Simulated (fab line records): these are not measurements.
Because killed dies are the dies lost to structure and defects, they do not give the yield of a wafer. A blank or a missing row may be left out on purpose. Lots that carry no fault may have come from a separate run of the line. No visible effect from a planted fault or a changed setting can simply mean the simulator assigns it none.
Chamber matching | flow n5 finfet | N5_BEOL_M1_PECVD_72 on pecvd-01 has 3 sister chambers
The step deposits SiO2 from TEOS/O2, target thk 16 nm, time 18 s. 3 wafers are shown with their chamber, then 9 later ones without.

WAFERS, EACH WITH ITS CHAMBER
wafer  | chamber | throttle valve pct (%)
L082.4 | 2       | 20.0
L087.4 | 1       | 22.1
L087.5 | 0       | 21.7

WAFERS WITHOUT THEIR CHAMBER
wafer  | throttle valve pct (%)
L090.1 | 20.2
L090.2 | 22.2
L090.5 | 20.1
L091.2 | 20.3
L091.3 | 22.1
L091.6 | 19.8
L095.1 | 22.2
L095.3 | 21.5
L095.4 | 22.2

THE CHAMBER EACH PASSED THROUGH
wafer  | from the rows above | in truth
L090.1 | 2                   | 2
L090.2 | 1                   | 1
L090.5 | 2                   | 2
L091.2 | 2                   | 2
L091.3 | 1                   | 1
L091.6 | 2                   | 2
L095.1 | 1                   | 1
L095.3 | 0                   | 0
L095.4 | 1                   | 1
Placed correctly: 9 of 9. Not placeable from these rows: 0. Wrongly placed: 0.
How it was worked out, from the rows above alone: a wafer's distance from a chamber is the root of the sum, over the readings, of the square of ((its reading less the chamber's mean) divided by the reading's scatter). If the next closest chamber is less than 2 further off than the closest, the wafer can't be placed; otherwise it belongs to the closest. A chamber's mean is the mean of its shown wafers. The scatter (one wafer shown for each chamber): square how far every hidden wafer sits from the nearest shown wafer, average those squares and take the square root.
